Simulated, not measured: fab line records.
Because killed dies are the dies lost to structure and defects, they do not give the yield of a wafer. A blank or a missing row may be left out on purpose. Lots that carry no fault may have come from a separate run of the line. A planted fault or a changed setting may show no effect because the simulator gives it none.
Split-lot trial / flow n5_finfet / 39 wafers read across 7 lots, on a route 1938 steps long

## ON THE SPLIT
At N5_MOL_CONTACT_COAG_EXPOSE_37 (exposes mask VD, defocus 0 nm), the setting dose_mj was moved away from the recipe's 62 on 18 of the 39 wafers read, by -6.7% to +6.2%. The other wafers ran this setting at the recipe's value.

## FROM THE SPLIT TO THE READING: what the file shows between them, 2 steps
- N5_MOL_CONTACT_COAG_PEB_38: peb time 60 s
- N5_MOL_CONTACT_COAG_DEVELOP_39: develop time 30 s

## THE READING
At N5_MOL_CONTACT_COAG_CD_MEAS_40: cd_nm in nanometres, against a target cd of 25.1 nm. Fault-free wafers of this fab line usually give 25.15 nm, standard deviation 0.24 nm.

wafer=L075.2; tool, chamber at the split=euv_scanner-01, 0; dose_mj as run=62; against the recipe=recipe; cd_nm, nm=25.40; against lot-mates on the recipe=-
wafer=L075.3; tool, chamber at the split=euv_scanner-01, 0; dose_mj as run=62; against the recipe=recipe; cd_nm, nm=25.30; against lot-mates on the recipe=-
wafer=L075.6; tool, chamber at the split=euv_scanner-01, 0; dose_mj as run=62; against the recipe=recipe; cd_nm, nm=25.32; against lot-mates on the recipe=-
wafer=L076.1; tool, chamber at the split=euv_scanner-01, 0; dose_mj as run=62; against the recipe=recipe; cd_nm, nm=25.21; against lot-mates on the recipe=-
wafer=L076.2; tool, chamber at the split=euv_scanner-01, 0; dose_mj as run=62; against the recipe=recipe; cd_nm, nm=25.39; against lot-mates on the recipe=-
wafer=L076.3; tool, chamber at the split=euv_scanner-01, 0; dose_mj as run=64.19; against the recipe=+3.5%; cd_nm, nm=26.28; against lot-mates on the recipe=+0.96
wafer=L076.4; tool, chamber at the split=euv_scanner-01, 0; dose_mj as run=64.19; against the recipe=+3.5%; cd_nm, nm=26.19; against lot-mates on the recipe=+0.87
wafer=L076.5; tool, chamber at the split=euv_scanner-01, 0; dose_mj as run=64.19; against the recipe=+3.5%; cd_nm, nm=26.01; against lot-mates on the recipe=+0.69
wafer=L076.6; tool, chamber at the split=euv_scanner-01, 0; dose_mj as run=62; against the recipe=recipe; cd_nm, nm=25.37; against lot-mates on the recipe=-
wafer=L079.1; tool, chamber at the split=euv_scanner-02, 0; dose_mj as run=62; against the recipe=recipe; cd_nm, nm=25.47; against lot-mates on the recipe=-
wafer=L079.2; tool, chamber at the split=euv_scanner-02, 0; dose_mj as run=62; against the recipe=recipe; cd_nm, nm=25.25; against lot-mates on the recipe=-
wafer=L079.3; tool, chamber at the split=euv_scanner-02, 0; dose_mj as run=62; against the recipe=recipe; cd_nm, nm=25.61; against lot-mates on the recipe=-
wafer=L079.4; tool, chamber at the split=euv_scanner-02, 0; dose_mj as run=64.08; against the recipe=+3.4%; cd_nm, nm=25.45; against lot-mates on the recipe=+0.01
wafer=L079.5; tool, chamber at the split=euv_scanner-02, 0; dose_mj as run=64.08; against the recipe=+3.4%; cd_nm, nm=25.95; against lot-mates on the recipe=+0.51
wafer=L079.6; tool, chamber at the split=euv_scanner-02, 0; dose_mj as run=64.08; against the recipe=+3.4%; cd_nm, nm=26.00; against lot-mates on the recipe=+0.56
wafer=L089.1; tool, chamber at the split=euv_scanner-01, 0; dose_mj as run=64.7; against the recipe=+4.4%; cd_nm, nm=25.86; against lot-mates on the recipe=+0.61
wafer=L089.2; tool, chamber at the split=euv_scanner-01, 0; dose_mj as run=62; against the recipe=recipe; cd_nm, nm=25.23; against lot-mates on the recipe=-
wafer=L089.3; tool, chamber at the split=euv_scanner-01, 0; dose_mj as run=64.7; against the recipe=+4.4%; cd_nm, nm=25.93; against lot-mates on the recipe=+0.68
wafer=L089.4; tool, chamber at the split=euv_scanner-01, 0; dose_mj as run=64.7; against the recipe=+4.4%; cd_nm, nm=25.62; against lot-mates on the recipe=+0.37
wafer=L089.5; tool, chamber at the split=euv_scanner-01, 0; dose_mj as run=62; against the recipe=recipe; cd_nm, nm=25.12; against lot-mates on the recipe=-
wafer=L089.6; tool, chamber at the split=euv_scanner-01, 0; dose_mj as run=62; against the recipe=recipe; cd_nm, nm=25.39; against lot-mates on the recipe=-
wafer=L091.1; tool, chamber at the split=euv_scanner-01, 0; dose_mj as run=57.82; against the recipe=-6.7%; cd_nm, nm=23.59; against lot-mates on the recipe=-1.42
wafer=L091.2; tool, chamber at the split=euv_scanner-01, 0; dose_mj as run=57.82; against the recipe=-6.7%; cd_nm, nm=23.68; against lot-mates on the recipe=-1.33
wafer=L091.3; tool, chamber at the split=euv_scanner-01, 0; dose_mj as run=57.82; against the recipe=-6.7%; cd_nm, nm=23.45; against lot-mates on the recipe=-1.56
wafer=L091.4; tool, chamber at the split=euv_scanner-01, 0; dose_mj as run=62; against the recipe=recipe; cd_nm, nm=24.85; against lot-mates on the recipe=-
wafer=L091.5; tool, chamber at the split=euv_scanner-01, 0; dose_mj as run=62; against the recipe=recipe; cd_nm, nm=25.28; against lot-mates on the recipe=-
wafer=L091.6; tool, chamber at the split=euv_scanner-01, 0; dose_mj as run=62; against the recipe=recipe; cd_nm, nm=24.91; against lot-mates on the recipe=-
wafer=L095.1; tool, chamber at the split=euv_scanner-02, 0; dose_mj as run=59.64; against the recipe=-3.8%; cd_nm, nm=24.63; against lot-mates on the recipe=-0.40
wafer=L095.2; tool, chamber at the split=euv_scanner-02, 0; dose_mj as run=59.64; against the recipe=-3.8%; cd_nm, nm=24.48; against lot-mates on the recipe=-0.55
wafer=L095.3; tool, chamber at the split=euv_scanner-02, 0; dose_mj as run=62; against the recipe=recipe; cd_nm, nm=25.15; against lot-mates on the recipe=-
wafer=L095.4; tool, chamber at the split=euv_scanner-02, 0; dose_mj as run=62; against the recipe=recipe; cd_nm, nm=25.02; against lot-mates on the recipe=-
wafer=L095.5; tool, chamber at the split=euv_scanner-02, 0; dose_mj as run=62; against the recipe=recipe; cd_nm, nm=24.91; against lot-mates on the recipe=-
wafer=L095.6; tool, chamber at the split=euv_scanner-02, 0; dose_mj as run=59.64; against the recipe=-3.8%; cd_nm, nm=24.20; against lot-mates on the recipe=-0.83
wafer=L097.1; tool, chamber at the split=euv_scanner-02, 0; dose_mj as run=65.83; against the recipe=+6.2%; cd_nm, nm=26.94; against lot-mates on the recipe=+1.61
wafer=L097.2; tool, chamber at the split=euv_scanner-02, 0; dose_mj as run=65.83; against the recipe=+6.2%; cd_nm, nm=26.25; against lot-mates on the recipe=+0.92
wafer=L097.3; tool, chamber at the split=euv_scanner-02, 0; dose_mj as run=62; against the recipe=recipe; cd_nm, nm=25.43; against lot-mates on the recipe=-
wafer=L097.4; tool, chamber at the split=euv_scanner-02, 0; dose_mj as run=62; against the recipe=recipe; cd_nm, nm=25.17; against lot-mates on the recipe=-
wafer=L097.5; tool, chamber at the split=euv_scanner-02, 0; dose_mj as run=62; against the recipe=recipe; cd_nm, nm=25.38; against lot-mates on the recipe=-
wafer=L097.6; tool, chamber at the split=euv_scanner-02, 0; dose_mj as run=65.83; against the recipe=+6.2%; cd_nm, nm=25.98; against lot-mates on the recipe=+0.65

FIT RESULTS
A straight line over all 39 wafers: cd_nm changes by +0.208 nm for each +1% of dose_mj; r = +0.94; the points scatter about the line by 0.25 nm.
The same after taking each lot's own level away (the mean of its wafers on the recipe; 39 wafers): +0.18 nm for each +1%; r = +0.94; scatter 0.22 nm.
On that fit, the largest move of dose_mj shifts the reading by 1.2 nm.
Measured against the standard deviation above, the lots' own levels, which go from 25.013 to 25.443 nm, span 1.8 times it.
In other words, the slope is changed by the lot-to-lot level; the two fits disagree.
Check: -1.22 nm against its lot-mates is what the line predicts for one of the wafers moved furthest among these (-6.7%) when that wafer is left out of the fit. It came out at -1.42 nm against them.

## THESE WAFERS: OTHER SPLITS
These wafers also went through other splits before the reading. Each is held against what the fit with the lots' levels taken away leaves over:
other split on the same wafers=N5_DUMMY_GATE_EXPOSE_12 dose_mj; wafers away from the commonest value=15; r with cd_nm (lot level and that fit taken away)=+0.12
other split on the same wafers=N5_SD_EPI_P_ETCH_36 bias_w; wafers away from the commonest value=12; r with cd_nm (lot level and that fit taken away)=-0.29

## FILE'S OWN FIT
cd_nm changes by +0.178 nm for each +1% of dose_mj, r = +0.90.
